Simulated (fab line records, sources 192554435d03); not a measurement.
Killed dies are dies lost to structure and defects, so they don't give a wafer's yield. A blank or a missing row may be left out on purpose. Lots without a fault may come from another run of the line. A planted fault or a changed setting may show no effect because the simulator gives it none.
Chamber matching | flow n5_finfet | N5_BEOL_M4_ILD_DEP_00 on pecvd-02: 3 sister chambers
The step deposits SiOC from DEMS/O2, target thk 79 nm, time 15.3 s. 3 wafers are shown with their chamber, then 9 later ones without.

WAFERS WITH THEIR CHAMBER
wafer  | chamber | throttle_valve_pct (%)
L080.4 | 0       | 12.8
L089.4 | 2       | 11.7
L089.5 | 1       | 11.9

WAFERS WITHOUT THEIR CHAMBER
wafer  | throttle_valve_pct (%)
L092.2 | 11.8
L092.5 | 11.7
L092.6 | 13.0
L093.1 | 11.7
L093.2 | 11.6
L093.3 | 12.8
L096.1 | 11.5
L096.2 | 12.6
L096.4 | 11.6

WHICH CHAMBER EACH WENT THROUGH
wafer  | from the rows above     | in truth
L092.2 | can't be placed: 1 or 2 | 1
L092.5 | can't be placed: 2 or 1 | 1
L092.6 | 0                       | 0
L093.1 | can't be placed: 2 or 1 | 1
L093.2 | can't be placed: 2 or 1 | 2
L093.3 | 0                       | 0
L096.1 | can't be placed: 2 or 1 | 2
L096.2 | 0                       | 0
L096.4 | can't be placed: 2 or 1 | 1
Placed correctly: 3 of 9. Can't be placed from these rows: 6 (the true chamber is among the candidates in 6). Placed wrongly: 0.
How it was worked out, from the rows above alone: a wafer's distance from a chamber is the root of the sum, over the readings, of the square of ((its reading less the chamber's mean) divided by the reading's scatter). The wafer belongs to the nearest chamber; if the next one is less than 2 further off, it can't be placed. A chamber's mean is the mean of its shown wafers. The scatter: with one shown wafer a chamber, the root of the mean of the squares of how far each hidden wafer lies from its nearest shown one.
